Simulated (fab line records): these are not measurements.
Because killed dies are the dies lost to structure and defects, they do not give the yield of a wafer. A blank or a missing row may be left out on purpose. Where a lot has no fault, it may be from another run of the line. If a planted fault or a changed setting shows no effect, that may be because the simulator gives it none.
Problem report in the 8D (eight disciplines) form, filled by code | flow n5Finfet | the parts of the form that need people (team, actions taken, sign-off) are left out

## 1. WHAT WENT WRONG
At N5_BEOL_M4_INSPECT_30, rawDefectCount averages 930 over 2 wafers from 2 lots, while fault-free wafers read 393, standard deviation 93. That puts it +5.8 standard deviations away from the usual mean.
The step: inspects for defects (brightfield).
Earliest sighting: wafer L601.2 on defectInspect-01 at day 11 10:02. Wafers with a number at this step in the record: 26, from 9 lots. By rule, "out" or "out of limits" means more than 4 standard deviations away from the usual mean. Any other wafer with a number is counted as sound.

## 2. WHAT IT IS AND WHAT IT IS NOT
question                    | is                                 | is not
which readings at this step | rawDefectCount                     | -
which lots                  | L601, L603                         | L586, L587, L588, L594, L595, L608, L609
which wafers of those lots  | L601.2, L603.5                     | L601.3, L601.5, L603.2, L603.6
read on which gauges        | defectInspect-01, defectInspect-02 | -
when                        | from day 11 10:02                  | up to then (16 sound wafers); but 8 sound wafers of L603, L608, L609 came after

## 3. THE SUSPECTS, EACH WITH WHAT RULES IT OUT
Counting: if a tool at a process step up to the reading ran every lot that is out, it stays a suspect. Sound lots after the first of them don't rule it out here, since some wafers of a struck lot are sound.
- ruled out: the gauge at N5_BEOL_M4_INSPECT_30. Those wafers that are out were read across 2 gauges (defectInspect-01, defectInspect-02).
- rieMetal-01 at N5_BEOL_M4_HM_OPEN_17 (chemistry Cl2/BCl3, target TiN, target depth 20 nm, overetch 6 nm): kept. Every lot that is out went through it, the first being L601 (day 11 09:21); the last sound lot it ran before that was L594 (day 10 06:07).
- Within rieMetal-01 at N5_BEOL_M4_HM_OPEN_17: the wafers that are out ran in chamber 0; their sound lot-mates ran in chamber 1.
The count leaves rieMetal-01 at N5_BEOL_M4_HM_OPEN_17.

## 4. THE CAUSE (what the simulator had put in)
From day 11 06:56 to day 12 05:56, rieMetal-01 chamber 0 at N5_BEOL_M4_HM_OPEN_17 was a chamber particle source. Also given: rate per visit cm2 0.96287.
Only this tool survived the counting.

## 5. SEQUENCE OF EFFECTS, ordered by route
Each row: a reading whose mean over the struck wafers that have a number lies more than 3 standard deviations from the usual. Scope: only readings with a usual standard deviation given in the record; hours: median across lots of the time from each lot's start at the first step in this table that gives one to its start at this step; sigmas: change in usual standard deviations.
hours | step                    | reading             | usual  | on struck wafers | change | sigmas
0     | N5_BEOL_M4_INSPECT_30   | rawDefectCount      | 393    | 930              | +538   | +5.8
131   | N5_PASSIVATION_PROBE_49 | defectLimitedYield  | 91.0 % | 86.5             | -4.5   | -3.2
131   | N5_PASSIVATION_PROBE_49 | killed_at_M4_up     | 14     | 72               | +58    | +11
131   | N5_PASSIVATION_PROBE_49 | killedDies          | 106    | 160              | +54    | +3.3
131   | N5_PASSIVATION_PROBE_49 | killedOnRim         | 13     | 28               | +14    | +3.6
131   | N5_PASSIVATION_PROBE_49 | sort_bin_5_function | 5.3 %  | 8.4              | +3.1   | +3.5
Process steps it contains:
- N5_PASSIVATION_PROBE_49
Later measuring or inspecting steps at which every struck wafer that the step has a row for has a number for every such reading, and none has moved that far: N5_BEOL_M4_RC_MEAS_101.

## 6. HOW IT WOULD HAVE BEEN CAUGHT EARLIER
In this record the first reading out of limits at a measuring or inspecting step was taken at day 11 10:02, 3 hours after the fault began at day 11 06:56.
An alarm limit of 4 standard deviations would not have fired on the tool readings at N5_BEOL_M4_HM_OPEN_17 for which the record gives a usual standard deviation, since none of them was out on any struck wafer.
Of the lots that are out (2), L603 began N5_BEOL_M4_HM_OPEN_17 on rieMetal-01 after day 11 10:02. Holding the tool at that time would have saved it.
